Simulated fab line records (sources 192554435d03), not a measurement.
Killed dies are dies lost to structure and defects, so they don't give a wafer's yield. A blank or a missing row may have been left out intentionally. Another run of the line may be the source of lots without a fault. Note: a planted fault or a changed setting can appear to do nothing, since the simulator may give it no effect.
fab line records	flow n5-finfet
record: lots: 7	wafers: 39
route steps=1938 shown GATE_CUT@477 MOL_CONTACT_COAG@584 BEOL_M2@883 BEOL_M5@1116 BEOL_M8@1371
start-h: hours from the record's opening day to when the first of the lot's shown wafers began	wait-h: time in hours since the lot's previous step	" as in the row above	L1.1+2: one row covering several wafers at once	- either no value or no given start	* or withheld: withheld	< > ~ a bound
route shown NAME@n: a module of which the file shows steps, and the number in the route of the first	usual: the fault-free wafers' mean and standard deviation	same: alike in all rows	chamber/n: place in a boat	sites: per-site readings	_std_site: their standard deviation	_edge_site: mean of outer sites minus mean of inner sites	radius-mm: for every site, how far away it sits from the centre of the wafer	mask NAME#n: copy n	behind: the last tool/chamber to shape the wafer	hold: cause of the lot's hold/its duration in hours/its outcome	device: whichever transistor did not switch (one of n, p or np)	end of line: the same wafers' tests at the end of the route	a step given without rows: its recipe and nothing more	killed: not the wafer's yield, but the dies lost to structure and defects at the first sort	map: the dies of a wafer, with x for killed, . for not killed, _ for no die there
set.NAME: setting as actually run; set.NAME@STEP: the setting as run at that earlier step	model.NAME: the simulator's own value behind a step, which no gauge read
lots run with intentionally changed settings; tables by step, rows by wafer
== steps ==
step: N5_GATE_CUT_HM_DEP_46
recipe: material: SiO2	target-thk-a: 1300	temp-c: 400	precursor: TEOS/O2	pressure-torr: 6.5	rf-w: 900	teos-flow-sccm: 161.4	gas: O2	flow-sccm: 2650	time-s: 26.6
lot.wafer	tool	chamber	start-h	wait-h	set.target-thk-a	model.SiO2_of_GATE_CUT_HM_DEP_46.thk-nm
L076.1	pecvd-02	2	98.93	0.0	1300	130.2
L076.2	"	1	"	"	1300	130.4
L076.3	"	0	"	"	1300	131.2
L076.4	"	1	"	"	1300	130
L076.5	"	0	"	"	1300	131.8
L076.6	"	2	"	"	1300	130.8
L077.1	pecvd-03	0	103.54	0.0	1300	126.4
L077.2	"	2	"	"	1300	125.8
L077.3	"	1	"	"	1300	127.8
L077.4	"	1	"	"	841.9	83.4
L077.5	"	2	"	"	841.9	80.6
L077.6	"	0	"	"	841.9	82.8
L078.1	pecvd-01	2	108.06	0.0	1986	193
L078.2	"	0	"	"	1986	197.2
L078.3	"	1	"	"	1300	129.6
L078.4	"	2	"	"	1986	198.4
L078.5	"	0	"	"	1300	129.8
L078.6	"	1	"	"	1300	131.6
L080.3	pecvd-01	1	123.18	0.0	1300	129.8
L080.5	"	2	"	"	1300	128.8
L080.6	"	0	"	"	1300	130.6
L083.1	pecvd-01	0	139.08	0.0	1300	127.4
L083.2	"	2	"	"	643.3	63
L083.3	"	2	"	"	1300	128
L083.4	"	0	"	"	1300	129.6
L083.5	"	0	"	"	643.3	63.6
L083.6	"	2	"	"	643.3	62.8
L093.1	pecvd-01	1	197.22	0.0	1625	163
L093.2	"	0	"	"	1300	128
L093.3	"	2	"	"	1300	126.2
L093.4	"	1	"	"	1300	132.2
L093.5+6	"	2,0	"	"	1625	161.8
L095.1	pecvd-03	1	208.78	0.0	1300	130.2
L095.2	"	0	"	"	1300	131
L095.3	"	2	"	"	1300	128.2
L095.4	"	2	"	"	1300	129.8
L095.5	"	1	"	"	1300	132.8
L095.6	"	0	"	"	1300	132
step: N5_GATE_CUT_COAT_34
recipe: resist: SOC	temp-c: 250	time-s: 60	spin-rpm: 1500	resist-thk-nm: 60
step: N5_GATE_CUT_COAT_35
recipe: resist: SiARC	temp-c: 220	time-s: 60	spin-rpm: 1500	resist-thk-nm: 10
step: N5_GATE_CUT_STRIP_38
recipe: chemistry: N2/H2	temp-c: 40	n2-flow-sccm: 200	h2-flow-sccm: 200	rf-frequency-hz: 6e+07
step: N5_GATE_CUT_STRIP_39
recipe: chemistry: N2/H2	temp-c: 40	n2-flow-sccm: 200	h2-flow-sccm: 200	rf-frequency-hz: 6e+07
step: N5_GATE_CUT_HM_OPEN_40
recipe: chemistry: C4F6/O2	target: SiO2	mask-material: SiARC	target-depth-a: 1390	time-s: 85.1	ion-energy-ev: 250	pressure-mtorr: 30	source-w: 345	bias-w: 185	Ar_flow_sccm: 300	C4F6_flow_sccm: 10	O2_flow_sccm: 10	ends: cleared
usual: etch-rf-on-time-s: 93.7/1.9
lot.wafer	tool	chamber	start-h	wait-h	set.target-thk-a@GATE_CUT_HM_DEP_46	etch-rf-on-time-s	model.etch.depth-nm	model.SOC_of_GATE_CUT_COAT_34.thk-nm
L076.1	rie-diel-02	2	99.55	0.0	1300	94.1	130.2	32.2
L076.2	"	3	"	"	1300	95.9	130.4	33.2
L076.3	"	1	"	"	1300	96.9	131.1	32.8
L076.4	"	0	"	"	1300	96.9	130.1	32.8
L076.5	"	3	"	"	1300	96.6	131.8	33
L076.6	"	2	"	"	1300	94.4	130.9	32
L077.1	rie-diel-03	3	104.37	0.0	1300	90.9	126.3	34
L077.2	"	2	"	"	1300	90.3	125.8	34.2
L077.3	"	1	"	"	1300	92.3	127.8	33.2
L077.4	"	0	"	"	841.9	60.6	83.5	42.6
L077.5	"	2	"	"	841.9	57.9	80.53	43.4
L077.6	"	1	"	"	841.9	59.6	82.87	43
L078.1	rie-diel-03	3	108.81	0.0	1986	140.0	193	19.8
L078.2	"	0	"	"	1986	142.7	197.2	18.8
L078.3	"	1	"	"	1300	94.0	129.6	33.2
L078.4	"	2	"	"	1986	143.0	198.3	18.8
L078.5	"	0	"	"	1300	94.4	129.8	33
L078.6	"	1	"	"	1300	94.7	131.5	32.8
L080.3	rie-diel-02	2	123.96	0.0	1300	92.5	129.7	32.6
L080.5	"	3	"	"	1300	93.2	128.8	33.6
L080.6	"	0	"	"	1300	95.4	130.5	33
L083.1	rie-diel-02	3	139.82	0.0	1300	94.0	127.5	33.8
L083.2	"	0	"	"	643.3	46.1	62.95	47
L083.3	"	1	"	"	1300	95.2	128	33.6
L083.4	"	2	"	"	1300	92.9	129.6	32.4
L083.5	"	3	"	"	643.3	46.5	63.5	47.2
L083.6	"	2	"	"	643.3	44.7	62.7	46.8
L093.1	rie-diel-01	2	197.84	0.0	1625	114.2	163	26
L093.2	"	1	"	"	1300	92.8	127.9	33.2
L093.3	"	0	"	"	1300	92.1	126.2	33.8
L093.4	"	3	"	"	1300	93.5	132.3	32.4
L093.5	"	3	"	"	1625	114.3	161.7	26.4
L093.6	"	2	"	"	1625	113.3	161.8	26.4
L095.1	rie-diel-01	1	209.48	0.0	1300	94.9	130.3	32.6
L095.2	"	3	"	"	1300	91.9	130.9	32.4
L095.3	"	2	"	"	1300	90.1	128.2	33
L095.4	"	0	"	"	1300	96.4	129.9	32.8
L095.5	"	3	"	"	1300	93.4	132.9	32
L095.6	"	0	"	"	1300	96.7	131.9	32.2
step: N5_GATE_CUT_STRIP_41
recipe: chemistry: CF4	resist: SiARC	power-w: 300	bias-power-w: 75	pressure-mtorr: 50	cf4-flow-sccm: 150	rf-frequency-hz: 6e+07
step: N5_GATE_CUT_STRIP_42
recipe: chemistry: O2	power-w: 400	temp-c: 40	pressure-mtorr: 30	rf-frequency-hz: 6e+07	bias-power-w: 0	overash-fraction: 0.3	o2-flow-sccm: 225
step: N5_GATE_CUT_ALD_22
recipe: material: SiNx	target-thk-a: 160	temp-c: 400	ald-precursor-family: SiH2I2	ald-co-reactant: N2/H2-plasma	pulse-time-s: 1	ald-cycles: 320	purge-time-s: 2	co-reactant-purge-time-s: 2	pressure-torr: 2
step: N5_GATE_CUT_CMP_23
recipe: stop-on: SiO2	t-overpolish-s: 23.4	post-cmp-clean: alkaline-brush	down-force-psi: 2.5	platen-rpm: 51.8	pad-velocity-m-s: 1.0307	target-thk-nm: 16
step: N5_GATE_CUT_THK_MEAS_24
recipe: reads: SiO2_of_GATE_CUT_HM_DEP_46+SiO2_flowable_of_ILD0_FCVD_FILL_01
usual: GC_FILL_THK: 219.1/2.2
lot.wafer	tool	chamber	start-h	wait-h	set.target-thk-a@GATE_CUT_HM_DEP_46	GC_FILL_THK[nm]
L076.1	film-metro-01	-	102.01	-	1300	220.6
L076.2	"	-	"	"	1300	221.0
L076.3	"	-	"	"	1300	222.1
L076.4	"	-	"	"	1300	221.1
L076.5	"	-	"	"	1300	223.0
L076.6	"	-	"	"	1300	221.9
L077.1	film-metro-02	-	107.15	-	1300	216.9
L077.2	"	-	"	"	1300	216.2
L077.3	"	-	"	"	1300	219.3
L077.4	"	-	"	"	841.9	173.9
L077.5	"	-	"	"	841.9	171.8
L077.6	"	-	"	"	841.9	173.4
L078.1	film-metro-01	-	111.48	-	1986	282.3
L078.2	"	-	"	"	1986	287.0
L078.3	"	-	"	"	1300	219.0
L078.4	"	-	"	"	1986	287.5
L078.5	"	-	"	"	1300	220.3
L078.6	"	-	"	"	1300	222.5
L080.3	film-metro-02	-	126.46	-	1300	219.2
L080.5	"	-	"	"	1300	216.7
L080.6	"	-	"	"	1300	218.7
L083.1	film-metro-01	-	142.28	-	1300	216.2
L083.2	"	-	"	"	643.3	152.4
L083.3	"	-	"	"	1300	216.0
L083.4	"	-	"	"	1300	219.0
L083.5	"	-	"	"	643.3	150.8
L083.6	"	-	"	"	643.3	151.8
L093.1	film-metro-02	-	200.62	-	1625	252.5
L093.2	"	-	"	"	1300	219.1
L093.3	"	-	"	"	1300	215.7
L093.4	"	-	"	"	1300	221.6
L093.5	"	-	"	"	1625	251.1
L093.6	"	-	"	"	1625	251.3
L095.1	film-metro-02	-	211.93	-	1300	219.0
L095.2	"	-	"	"	1300	220.8
L095.3	"	-	"	"	1300	217.3
L095.4	"	-	"	"	1300	218.0
L095.5	"	-	"	"	1300	221.8
L095.6	"	-	"	"	1300	219.4
step: N5_GATE_CUT_CMP_43
recipe: material: SiO2	post-cmp-clean: rinse-only
lot.wafer	tool	chamber	start-h	wait-h	set.target-thk-a@GATE_CUT_HM_DEP_46	model.SiO2_of_GATE_CUT_HM_DEP_46.thk-nm
L076.2+3+4+1+6	cmp-04	0,1,2,3,1	102.04	0.0	1300	5
L076.5	"	0	"	"	1300	5.2
L077.2+1	cmp-02	1,3	107.18	0.0	1300	4.8
L077.3	"	2	"	"	1300	5
L077.4+6	"	0,1	"	"	841.9	2.8
L077.5	"	2	"	"	841.9	2.6
L078.2+4	cmp-04	0,2	111.51	0.0	1986	8.2
L078.3+5+6	"	1,0,1	"	"	1300	5
L078.1	"	3	"	"	1986	8
L080.3+6+5	cmp-02	0,3,0	126.56	0.1	1300	5
L083.1+3	cmp-01	0,2	142.31	0.0	1300	4.8
L083.2+6+5	"	1,0,1	"	"	643.3	1.8
L083.4	"	3	"	"	1300	5
L093.2	cmp-01	1	200.65	0.0	1300	5
L093.3	"	2	"	"	1300	4.8
L093.4	"	3	"	"	1300	5.2
L093.1+6+5	"	0,1,2	"	"	1625	6.6
L095.1+4+2+6	cmp-02	0,1,3,0	211.96	0.0	1300	5
L095.3	"	2	"	"	1300	4.8
L095.5	"	1	"	"	1300	5.2
step: N5_MOL_CONTACT_COAG_ETCHBACK_135
recipe: chemistry: CHF3	target: SiO2	target-depth-a: 250	time-s: 16.7	ion-energy-ev: 200	pressure-mtorr: 30	source-w: 610	bias-w: 170	Ar_flow_sccm: 200	CHF3_flow_sccm: 50
lot.wafer	tool	chamber	start-h	wait-h	set.time-s	model.SOC_of_MOL_CONTACT_COAG_COAT_75.thk-nm
L076.1	rie-diel-04	3	111.88	0.0	16.7	57.2
L076.2+6	"	0	"	"	16.7	57.4
L076.3	"	1	"	"	19.44	57
L076.4	"	2	"	"	19.44	57.2
L076.5	"	1	"	"	19.44	57.4
L077.1+3+4	rie-diel-04	0,3,1	118.26	0.0	16.7	57.4
L077.2+5+6	"	2,2,1	"	"	10.72	58.6
L078.1+4	rie-diel-04	3,1	123.04	0.0	24.18	56
L078.2	"	0	"	"	16.7	57.2
L078.3	"	2	"	"	24.18	56.2
L078.5+6	"	2,3	"	"	16.7	57.4
L080.3+6	rie-diel-05	2,1	138.57	0.0	16.7	57.2
L080.5	"	2	"	"	16.7	57.4
L083.1+2+3+6	rie-diel-06	0,3,2,0	156.31	0.0	16.7	57
L083.4	"	1	"	"	16.7	57.2
L083.5	"	1	"	"	16.7	57.4
L093.1+4	rie-diel-05	3,0	211.00	0.0	11.75	58.2
L093.2+3	"	2,1	"	"	16.7	57.4
L093.5	"	1	"	"	11.75	58
L093.6	"	0	"	"	16.7	57.6
L095.1	rie-diel-04	0	226.75	0.0	16.7	57
L095.2	"	3	"	"	25.04	55.6
L095.3	"	2	"	"	25.04	55.8
L095.4+5	"	1,3	"	"	16.7	57.2
L095.6	"	2	"	"	25.04	56
step: N5_MOL_CONTACT_COAG_STRIP_118
recipe: chemistry: CHF3	resist: SiARC	rf-frequency-hz: 6e+07
step: N5_MOL_CONTACT_COAG_VIA_ETCH_46
recipe: chemistry: C4F6/O2	target-depth-a: 460	overetch-a: 92	mask-material: SOC	target: SiO2	bias-w: 455	pressure-mtorr: 10	time-s: 40	source-w: 325	Ar_flow_sccm: 300	C4F6_flow_sccm: 10	O2_flow_sccm: 10	ion-energy-ev: 575.3	ends: end-point
lot.wafer	tool	chamber	start-h	wait-h	set.time-s@MOL_CONTACT_COAG_ETCHBACK_135	model.SOC_of_MOL_CONTACT_COAG_COAT_75.thk-nm
L076.1+2	rie-diel-04	3,0	111.92	0.0	16.7	50.6
L076.3	"	1	"	"	19.44	50.4
L076.4	"	2	"	"	19.44	50.8
L076.5	"	1	"	"	19.44	50.6
L076.6	"	0	"	"	16.7	50.8
L077.1	rie-diel-04	0	118.30	0.0	16.7	50.6
L077.2	"	2	"	"	10.72	52.2
L077.3+4	"	3,1	"	"	16.7	50.8
L077.5+6	"	2,1	"	"	10.72	52
L078.1+4	rie-diel-04	3,1	123.07	0.0	24.18	49.4
L078.2	"	0	"	"	16.7	50.6
L078.3	"	2	"	"	24.18	49.6
L078.5+6	"	2,3	"	"	16.7	50.8
L080.3	rie-diel-05	2	138.61	0.0	16.7	50.4
L080.5+6	"	2,1	"	"	16.7	50.6
L083.1+4+5+6	rie-diel-06	0,1,1,0	156.35	0.0	16.7	50.6
L083.2+3	"	3,2	"	"	16.7	50.2
L093.1+5	rie-diel-05	3,1	211.04	0.0	11.75	51.4
L093.2+3	"	2,1	"	"	16.7	50.8
L093.4	"	0	"	"	11.75	51.8
L093.6	"	0	"	"	16.7	51
L095.1	rie-diel-04	0	226.79	0.0	16.7	50.2
L095.2	"	3	"	"	25.04	49
L095.3+6	"	2	"	"	25.04	49.4
L095.4	"	1	"	"	16.7	50.4
L095.5	"	3	"	"	16.7	50.6
step: N5_BEOL_M2_ETCHBACK_99
recipe: chemistry: CHF3	target: SiO2	target-depth-a: 50	time-s: 10.4	source-w: 215	bias-w: 47	Ar_flow_sccm: 200	CHF3_flow_sccm: 12	ion-energy-ev: 100	pressure-mtorr: 30
lot.wafer	tool	chamber	start-h	wait-h	set.time-s	model.CAR-EUV_of_BEOL_M2_COAT_22.thk-nm
L076.1+5+6	rie-diel-04	3,0,1	152.15	7.8	10.4	10.4
L076.2+3+4	"	1,2,0	"	"	14.1	10.2
L077.1	rie-diel-06	2	172.17	21.5	4.427	10.6
L077.2+4	"	3,1	"	"	4.427	10.8
L077.3+5+6	"	0,1,2	"	"	10.4	10.2
L078.1+2	rie-diel-04	3,1	172.27	19.1	10.4	10.4
L078.3	"	1	"	"	14.01	10
L078.4+6	"	3	"	"	14.01	10.2
L078.5	"	1	"	"	10.4	10.6
L080.3+5+6	rie-diel-06	1,1,0	180.37	5.1	10.4	10.4
L083.1	rie-diel-05	2	195.81	2.8	10.4	10.2
L083.2	"	3	"	"	10.4	10.6
L083.3+4+5+6	"	0,1,3,0	"	"	10.4	10.4
L093.1+3+5	rie-diel-04	1,0,0	246.54	1.1	5.103	10.8
L093.2	"	3	"	"	10.4	10.2
L093.4	"	2	"	"	10.4	10.6
L093.6	"	3	"	"	10.4	10.4
L095.1+4	rie-diel-04	0,2	277.85	10.5	7.298	10.6
L095.2+5+6	"	2,1,0	"	"	10.4	10.4
L095.3	"	1	"	"	7.298	10.8
step: N5_BEOL_M5_HM_DEP_02
recipe: material: TiN	target-thk-a: 200	temp-c: 25	chamber-pressure-pa: 0.49996
lot.wafer	tool	chamber	start-h	wait-h	set.target-thk-a	model.TiN_of_BEOL_M5_HM_DEP_02.thk-nm
L076.1	pvd-sputter-03	-	187.34	0.9	238.5	23.8
L076.2+5	"	-	"	"	238.5	23.6
L076.3+6	"	-	"	"	200	19.6
L076.4	"	-	"	"	200	19.8
L077.1	pvd-sputter-01	-	199.32	0.6	200	19.4
L077.2	"	-	"	"	118.3	11.4
L077.3+6	"	-	"	"	200	19.6
L077.4	"	-	"	"	118.3	11.8
L077.5	"	-	"	"	118.3	11.6
L080.3	pvd-sputter-01	-	206.34	0.8	200	19.8
L080.5	"	-	"	"	200	19.6
L080.6	"	-	"	"	200	20
L078.1	pvd-sputter-01	-	207.02	0.5	200	19.8
L078.2+3	"	-	"	"	292.6	29
L078.4	"	-	"	"	200	20
L078.5	"	-	"	"	200	20.2
L078.6	"	-	"	"	292.6	28.8
L083.1+6	pvd-sputter-03	-	222.41	0.4	200	19.8
L083.2	"	-	"	"	279.3	27.6
L083.3	"	-	"	"	279.3	27.8
L083.4	"	-	"	"	279.3	27.4
L083.5	"	-	"	"	200	19.4
L093.1	pvd-sputter-01	-	278.05	0.7	200	19.6
L093.2	"	-	"	"	200	20.2
L093.3+5	"	-	"	"	200	20
L093.4	"	-	"	"	200	19.8
L093.6	"	-	"	"	200	20.4
L095.1	pvd-sputter-02	-	312.47	0.6	200	19.6
L095.2	"	-	"	"	200	20
L095.3+4+6	"	-	"	"	242.1	24
L095.5	"	-	"	"	200	19.8
step: N5_BEOL_M5_COAT_59
recipe: resist: SOC	temp-c: 250	time-s: 60	spin-rpm: 1500	resist-thk-nm: 60
step: N5_BEOL_M5_COAT_60
recipe: resist: SiARC	temp-c: 220	time-s: 60	spin-rpm: 1500	resist-thk-nm: 12
step: N5_BEOL_M5_STRIP_73
recipe: chemistry: N2/H2	temp-c: 40	n2-flow-sccm: 200	h2-flow-sccm: 200	rf-frequency-hz: 6e+07
step: N5_BEOL_M5_STRIP_64
recipe: chemistry: CF4	resist: SiARC	power-w: 300	bias-power-w: 75	pressure-mtorr: 50	cf4-flow-sccm: 150	rf-frequency-hz: 6e+07
step: N5_BEOL_M5_HM_OPEN_17
recipe: chemistry: Cl2/BCl3	target-depth-a: 200	overetch-a: 60	target: TiN	mask-material: SOC	ion-energy-ev: 150	pressure-mtorr: 10	icp-w: 1000	bias-w: 126	Cl2_flow_sccm: 53.25	bcl3-flow-sccm: 21.75	Ar_flow_sccm: 25
lot.wafer	tool	chamber	start-h	wait-h	set.target-thk-a@BEOL_M5_HM_DEP_02	model.etch.depth-nm
L076.1	rie-metal-03	1	188.22	0.0	238.5	23.74
L076.2	"	0	"	"	238.5	23.55
L076.3	"	0	"	"	200	19.53
L076.4	"	1	"	"	200	19.79
L076.5	"	1	"	"	238.5	23.67
L076.6	"	0	"	"	200	19.63
L077.1	rie-metal-02	0	200.09	0.0	200	19.41
L077.2	"	1	"	"	118.3	11.37
L077.3	"	0	"	"	200	19.62
L077.4	"	1	"	"	118.3	11.81
L077.5	"	0	"	"	118.3	11.65
L077.6	"	1	"	"	200	19.67
L080.3	rie-metal-01	1	207.27	0.1	200	19.73
L080.5	"	1	"	"	200	19.67
L080.6	"	0	"	"	200	20.03
L078.1	rie-metal-02	1	207.91	0.0	200	19.88
L078.2	"	0	"	"	292.6	25.82
L078.3	"	1	"	"	292.6	26.47
L078.4	"	0	"	"	200	20.07
L078.5	"	0	"	"	200	20.16
L078.6	"	1	"	"	292.6	26.38
L083.1	rie-metal-02	1	223.19	0.0	200	19.7
L083.2	"	0	"	"	279.3	26.28
L083.3	"	0	"	"	279.3	26.22
L083.4	"	1	"	"	279.3	26.88
L083.5	"	1	"	"	200	19.41
L083.6	"	0	"	"	200	19.82
L093.1	rie-metal-03	0	278.94	0.0	200	19.61
L093.2	"	1	"	"	200	20.3
L093.3	"	1	"	"	200	19.91
L093.4	"	0	"	"	200	19.86
L093.5	"	1	"	"	200	19.95
L093.6	"	0	"	"	200	20.32
L095.1	rie-metal-02	1	313.50	0.0	200	19.63
L095.2	"	0	"	"	200	20.03
L095.3	"	0	"	"	242.1	23.92
L095.4	"	1	"	"	242.1	23.97
L095.5	"	1	"	"	200	19.79
L095.6	"	0	"	"	242.1	24
step: N5_BEOL_M5_DEP_56
recipe: material: SiCN	target-thk-a: 80	temp-c: withheld	precursor: 3MS/NH3	pressure-torr: 3	rf-w: 202	time-s: 14
lot.wafer	tool	chamber	start-h	wait-h	set.target-thk-a	model.SiCN_of_BEOL_M5_DEP_56.thk-nm
L076.1+2+3+6	pecvd-01	0,1,2,2	197.77	0.0	80	8
L076.4	"	1	"	"	80	8.2
L076.5	"	0	"	"	80	7.8
L077.1+4+6	pecvd-02	1,1,0	210.04	0.0	80	8
L077.2+5	"	0,2	"	"	80	7.8
L077.3	"	2	"	"	80	7.6
L080.3	pecvd-03	0	217.07	0.0	80	7.6
L080.5+6	"	1,0	"	"	80	8
L078.1+6	pecvd-02	2,1	218.48	0.0	93.21	9.2
L078.2+4	"	1,2	"	"	80	7.8
L078.3	"	1	"	"	80	8
L078.5	"	2	"	"	93.21	9
L083.1	pecvd-01	2	231.90	0.0	92.54	9.2
L083.2+3	"	0,1	"	"	80	8
L083.4+6	"	0,1	"	"	92.54	9.4
L083.5	"	2	"	"	80	8.4
L093.1	pecvd-03	2	288.41	0.0	46.13	4.4
L093.2+4+5	"	1,0,2	"	"	80	8
L093.3+6	"	0,1	"	"	46.13	4.6
L095.1+3	pecvd-02	0,1	322.79	0.0	100.1	10
L095.2+5	"	2	"	"	80	8
L095.4	"	1	"	"	80	8.2
L095.6	"	0	"	"	100.1	10.2
step: N5_BEOL_M8_ETCH_66
recipe: chemistry: N2/H2	target: SOC	target-depth-a: 800	overetch-a: 160	mask-material: SiARC	temp-c: 40	time-s: 120	ion-energy-ev: 200	pressure-mtorr: 30	source-w: 840	bias-w: 150	n2-flow-sccm: 200	h2-flow-sccm: 200
lot.wafer	tool	chamber	start-h	wait-h	set.target-depth-a	model.SiARC_of_BEOL_M8_COAT_64.thk-nm	model.BEOL_M8.cd-nm
L076.1+4+5	rie-diel-04	0,1,1	223.91	0.0	967.8	5.6	40.6
L076.2	"	2	"	"	800	6.6	40
L076.3	"	3	"	"	800	6.2	40.4
L076.6	"	2	"	"	800	6.6	40.2
L077.1	rie-diel-04	0	230.59	0.0	800	6.4	39.8
L077.2	"	3	"	"	800	6.2	40.4
L077.3	"	1	"	"	1200	4.2	40.8
L077.4	"	2	"	"	1200	4.4	40.6
L077.5	"	0	"	"	800	6.4	40
L077.6	"	3	"	"	1200	3.8	41.2
L080.3	rie-diel-06	2	233.85	0.0	800	6.2	40.2
L080.5	"	3	"	"	800	6.2	40.4
L080.6	"	0	"	"	800	6.4	39.8
L078.1	rie-diel-06	3	243.13	0.0	800	6.2	40.6
L078.2+5	"	2	"	"	342.8	9	39.6
L078.3	"	1	"	"	800	6.4	40.2
L078.4	"	0	"	"	800	6.4	40
L078.6	"	1	"	"	342.8	9	39
L083.1	rie-diel-05	3	256.04	0.0	1006	4.4	40.4
L083.2	"	2	"	"	800	6	40
L083.3	"	0	"	"	1006	5.2	40
L083.4	"	3	"	"	800	6	39.6
L083.5	"	0	"	"	800	6.4	39.8
L083.6	"	2	"	"	1006	4.8	40.4
L093.1	rie-diel-04	0	308.92	0.0	800	6.6	40
L093.2	"	1	"	"	800	6.6	40.2
L093.3	"	3	"	"	507.5	8.2	39.4
L093.4	"	2	"	"	507.5	8.2	39.6
L093.5	"	0	"	"	507.5	8.2	39.2
L093.6	"	3	"	"	800	6.4	40.2
L095.1	rie-diel-04	3	345.22	0.0	800	6.2	40.2
L095.2	"	0	"	"	491.4	8.2	39.4
L095.3+4	"	2,1	"	"	491.4	8.2	39.2
L095.5	"	1	"	"	800	6.6	40.4
L095.6	"	2	"	"	800	6.4	40.2
== key ==
split: step: N5_GATE_CUT_HM_DEP_46	setting: target-thk-a	stated: 1300	by: wafer
response: step: N5_GATE_CUT_HM_DEP_46	reading: model.SiO2_of_GATE_CUT_HM_DEP_46.thk-nm	change: +1.27	per: 1%	r: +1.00
response: step: N5_GATE_CUT_HM_OPEN_40	reading: etch-rf-on-time-s	change: *	per: 1%	r: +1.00
response: step: N5_GATE_CUT_HM_OPEN_40	reading: model.etch.depth-nm	change: +1.27	per: 1%	r: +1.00
response: step: N5_GATE_CUT_HM_OPEN_40	reading: model.SOC_of_GATE_CUT_COAT_34.thk-nm	change: -0.267	per: 1%	r: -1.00
response: step: N5_GATE_CUT_THK_MEAS_24	reading: GC_FILL_THK	change: +1.27	per: 1%	r: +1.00
response: step: N5_GATE_CUT_CMP_43	reading: model.SiO2_of_GATE_CUT_HM_DEP_46.thk-nm	change: +0.0605	per: 1%	r: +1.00
split: step: N5_MOL_CONTACT_COAG_ETCHBACK_135	setting: time-s	stated: 16.7	by: wafer
response: step: N5_MOL_CONTACT_COAG_ETCHBACK_135	reading: model.SOC_of_MOL_CONTACT_COAG_COAT_75.thk-nm	change: -0.0272	per: 1%	r: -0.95
response: step: N5_MOL_CONTACT_COAG_VIA_ETCH_46	reading: model.SOC_of_MOL_CONTACT_COAG_COAT_75.thk-nm	change: -0.0263	per: 1%	r: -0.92
split: step: N5_BEOL_M2_ETCHBACK_99	setting: time-s	stated: 10.4	by: wafer
response: step: N5_BEOL_M2_ETCHBACK_99	reading: model.CAR-EUV_of_BEOL_M2_COAT_22.thk-nm	change: -0.00839	per: 1%	r: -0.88
split: step: N5_BEOL_M5_HM_DEP_02	setting: target-thk-a	stated: 200	by: wafer
response: step: N5_BEOL_M5_HM_DEP_02	reading: model.TiN_of_BEOL_M5_HM_DEP_02.thk-nm	change: +0.196	per: 1%	r: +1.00
response: step: N5_BEOL_M5_HM_OPEN_17	reading: model.etch.depth-nm	change: +0.169	per: 1%	r: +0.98
split: step: N5_BEOL_M5_DEP_56	setting: target-thk-a	stated: 80	by: wafer
response: step: N5_BEOL_M5_DEP_56	reading: model.SiCN_of_BEOL_M5_DEP_56.thk-nm	change: +0.0805	per: 1%	r: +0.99
split: step: N5_BEOL_M8_ETCH_66	setting: target-depth-a	stated: 800	by: wafer
response: step: N5_BEOL_M8_ETCH_66	reading: model.SiARC_of_BEOL_M8_COAT_64.thk-nm	change: -0.0459	per: 1%	r: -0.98
response: step: N5_BEOL_M8_ETCH_66	reading: model.BEOL_M8.cd-nm	change: +0.0181	per: 1%	r: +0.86
